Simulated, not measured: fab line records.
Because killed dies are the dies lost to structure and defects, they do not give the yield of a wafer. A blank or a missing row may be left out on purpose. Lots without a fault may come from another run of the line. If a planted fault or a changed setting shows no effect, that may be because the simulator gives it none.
Matching of chambers ; flow n5Finfet ; N5_BEOL_M13_ILD_DEP_00 on pecvd-03 has 3 sister chambers
The step deposits SiOC from DEMS/O2, target thk 837.92 nm, time 166.4 s. 3 wafers are shown with their chamber, then 11 later ones without.

== EACH WAFER AND ITS CHAMBER ==
wafer;chamber;showerheadVppV (V)
L084.5;2;1404
L086.5;1;1449
L087.1;0;1555

== WAFERS WITHOUT THEIR CHAMBER ==
wafer;showerheadVppV (V)
L087.4;1396
L087.5;1551
L095.1;1587
L095.4;1402
L095.5;1450
L093.2;1443
L093.4;1553
L093.5;1442
L097.1;1390
L097.2;1533
L097.6;1405

== CHAMBER TAKEN BY EACH ==
wafer;from the rows above;in truth
L087.4;2;2
L087.5;0;0
L095.1;0;0
L095.4;2;2
L095.5;1;1
L093.2;1;1
L093.4;0;0
L093.5;1;1
L097.1;2;2
L097.2;0;0
L097.6;2;2
Correct placement for 11 of the 11. From these rows, 0 cannot be placed. Wrongly placed: 0.
How it was worked out, from the rows above alone: a wafer's distance from a chamber is the root of the sum, over the readings, of the square of ((its reading less the chamber's mean) divided by the reading's scatter). If the next closest chamber is less than 2 further off than the closest, the wafer can't be placed; otherwise it belongs to the closest. A chamber's mean is the mean of its shown wafers. The scatter: with one shown wafer a chamber, the root of the mean of the squares of how far each hidden wafer lies from its nearest shown one.
